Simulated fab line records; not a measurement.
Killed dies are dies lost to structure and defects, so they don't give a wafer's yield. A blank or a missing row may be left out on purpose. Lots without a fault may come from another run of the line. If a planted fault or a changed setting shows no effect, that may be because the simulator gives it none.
The tool behind it: which one? -- flow n5 finfet -- 12 lots, 36 wafers sampled, at 3 steps of a route of 1938

== WHAT THE GAUGES SHOWED, per wafer ==
N5_FIN_SAQP_CD_MEAS_37 targets a cd of 8 nm.
lot,measured,on,cd nm (nm)
L075,day 2 09:06,cd sem-01,7.9 7.7 8.1
L077,day 2 20:54,cd sem-01,8.4 8.4 8.2
L079,day 3 07:40,cd sem-03,8.3 7.6 8.1
L081,day 3 20:23,cd sem-01,7.8 8.6 8.3
L083,day 4 08:30,cd sem-03,8.1 8.1 7.8
L085,day 4 20:12,cd sem-02,8.2 8.6 7.7
L087,day 5 12:30,cd sem-03,8.1 7.3 7.8
L089,day 5 19:56,cd sem-03,7.6 7.9 8.1
L091,day 6 08:52,cd sem-03,8.3 8.1 8.2
L093,day 6 19:35,cd sem-01,8.2 7.3 8.4
L095,day 7 08:38,cd sem-03,7.6 8.2 8.0
L097,day 7 23:09,cd sem-02,8.5 7.9 7.9

== TOOL THAT RAN EACH LOT (tool first, then ch and the chambers of the sampled wafers, then the start) ==
lot,N5_FIN_SAQP_RECESS_71,N5_FIN_SAQP_MANDREL2_REMOVE_60
L075,"vapor etch-02 ch 0,1, day 2 06:59","rie si-04 ch 0,1, day 2 08:32"
L077,"vapor etch-01 ch 0,1, day 2 19:29","rie si-04 ch 0,1,3, day 2 20:16"
L079,"vapor etch-02 ch 0,1, day 3 06:28","rie si-04 ch 0,3, day 3 07:06"
L081,"vapor etch-02 ch 0,1, day 3 19:13","rie si-03 ch 0,1, day 3 19:47"
L083,"vapor etch-02 ch 0,1, day 4 07:24","rie si-06 ch 0,3, day 4 07:55"
L085,"vapor etch-01 ch 0,1, day 4 18:25","rie si-06 ch 0,1, day 4 19:38"
L087,"vapor etch-02 ch 0,1, day 5 10:38","rie si-06 ch 0,1, day 5 11:49"
L089,"vapor etch-01 ch 0,1, day 5 18:43","rie si-06 ch 0,1,2, day 5 19:22"
L091,"vapor etch-01 ch 1, day 6 07:38","rie si-03 ch 0,1,3, day 6 08:14"
L093,"vapor etch-02 ch 0,1, day 6 18:28","rie si-06 ch 1,2,3, day 6 19:01"
L095,"vapor etch-01 ch 1, day 7 07:25","rie si-03 ch 0,1,2, day 7 08:04"
L097,"vapor etch-02 ch 0,1, day 7 21:58","rie si-04 ch 0,1,2, day 7 22:31"
- N5_FIN_SAQP_RECESS_71: chemistry HF/NH3, target SiO2, target depth 3 nm, afs cycles 1, sublimation time 60 s.
- N5_FIN_SAQP_MANDREL2_REMOVE_60: chemistry HBr/Cl2/O2, target a-Si, stops on SiNx, bt time 10 s.

== THE ANSWER, worked out from the rows above alone ==
Rule: what is usual is taken from the lots themselves. Put in order of their means at a reading, lots are off if they are a third of the lots or fewer, leave a main group of 4 or more, and stand apart from it by a gap of 3 or more times the standard deviation of the main group's means; of several such gaps the widest counts. Not used: any main group whose means are identical at the precision the tables above print for the reading. Also off: a lot with no number at a reading for which 4 or more lots have one. Where the step has rows for the other lots, those lots are counted as sound.
Nothing can be told from this: no lot is off at any reading shown.

== WHAT THE SIMULATOR HAD PUT IN ==
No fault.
